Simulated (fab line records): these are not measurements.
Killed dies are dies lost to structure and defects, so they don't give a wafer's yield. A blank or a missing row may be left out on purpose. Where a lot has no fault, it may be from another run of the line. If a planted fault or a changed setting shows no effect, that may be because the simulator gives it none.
A struck lot beside a sound one	flow nand-harc	15 steps out of a route of 1302
Sound: wafers L397.1, L397.4, L397.6. Struck: wafers L407.1, L407.2, L407.5. The cause is named last.
At each step with rows: each side's tool, then ch and its chambers, then its first start. Under that, the readings that differ: sound wafers	struck wafers	difference of the means	sigmas: that difference in standard deviations of wafers without a fault.
alike: readings with means less than 2 such deviations apart, plus words and numbers identical on both sides. not compared: withheld readings, readings lacking a value on some wafer, bounds such as >300 that could conceal the same value, and numbers that have no deviation in the record and whose values overlap.
A row with sigmas, a row that says differs or no value, or rows on one side alone: a step with any of these is where the two part. Numbers that don't overlap but have no deviation are shown without sigmas and don't part them. A reading missing from all wafers of one side parts the sides only when that side holds two or more wafers.

first, 6 steps without rows for these wafers: NHARC_A_DECK1_JOINT_CVD_34 (deposits SiNx, target thk 20 nm); NHARC_A_DECK1_JOINT_DEP_06 (deposits SiOx, target thk 80 nm); NHARC_A_DECK1_JOINT_CURE_26 (time 32 s); NHARC_A_DECK1_JOINT_ANNEAL_27 (time 3600 s); NHARC_A_DECK1_JOINT_ANNEAL_28 (time 1800 s); NHARC_A_DECK1_JOINT_ANNEAL_29 (time 1800 s).
NHARC_A_DECK1_JOINT_CMP_02: polishes SiOx.
  sound on cmp-04 ch 0,1,2, day 13 13:41; struck on cmp-01 ch 0,2,3, day 18 20:50
  alike: motor-current-A
following that, these wafers have no rows for 1 step: NHARC_A_DECK1_JOINT_SRD_15.
NHARC_A_DECK1_JOINT_DEP_16: deposits SiO2, target thk 45 nm.
  sound on pecvd-03 ch 0,1,2, day 13 14:02; struck on pecvd-04 ch 0,1,2, day 18 21:11
  alike: heater-power-w, throttle-valve-pct
NHARC_A_DECK1_JOINT_THK_MEAS_17: measures by ellipsometry.
  sound on film-metro-01 at day 13 14:19; struck on film-metro-01 at day 18 21:27
  alike: thk-nm
NHARC_A_DECK1_JOINT_INSPECT_05:
  sound on defect-inspect-02 at day 13 14:22; struck on defect-inspect-01 at day 18 21:29
  alike: raw-defect-count
NHARC_A_ONON_D2_DEP_00: target thk 1000 nm.
  sound on pecvd-onon-02 ch 0, day 13 14:26; struck on pecvd-onon-02 ch 0, day 18 21:33
NHARC_A_ONON_D2_THK_MEAS_02: measures by ellipsometry.
  sound on film-metro-01 at day 13 14:56; struck on film-metro-02 at day 18 22:04
reading	sound	struck	difference	sigmas
thk-nm (nm)	981 982 982	1656 1655 1653	+673	+67
then NHARC_A_ONON_D2_DEP_03 (target thk 1000 nm), 1 step lacking rows for these wafers.
-- break in the record here, with 12 days between the starts of the struck wafers on either side (left off in module A_ONON_D2, picked up again in module END, where the first step shown is number 1302 on the route) --
NHARC_END_SORT_01:
  only the struck wafers appear in the record here, on prober-01 ch 0 at day 30 12:13; the sound ones have no rows

WHERE THEY PART
Last at NHARC_END_SORT_01 as far as this record goes, first at NHARC_A_ONON_D2_THK_MEAS_02.

WHY: whatever the simulator had introduced
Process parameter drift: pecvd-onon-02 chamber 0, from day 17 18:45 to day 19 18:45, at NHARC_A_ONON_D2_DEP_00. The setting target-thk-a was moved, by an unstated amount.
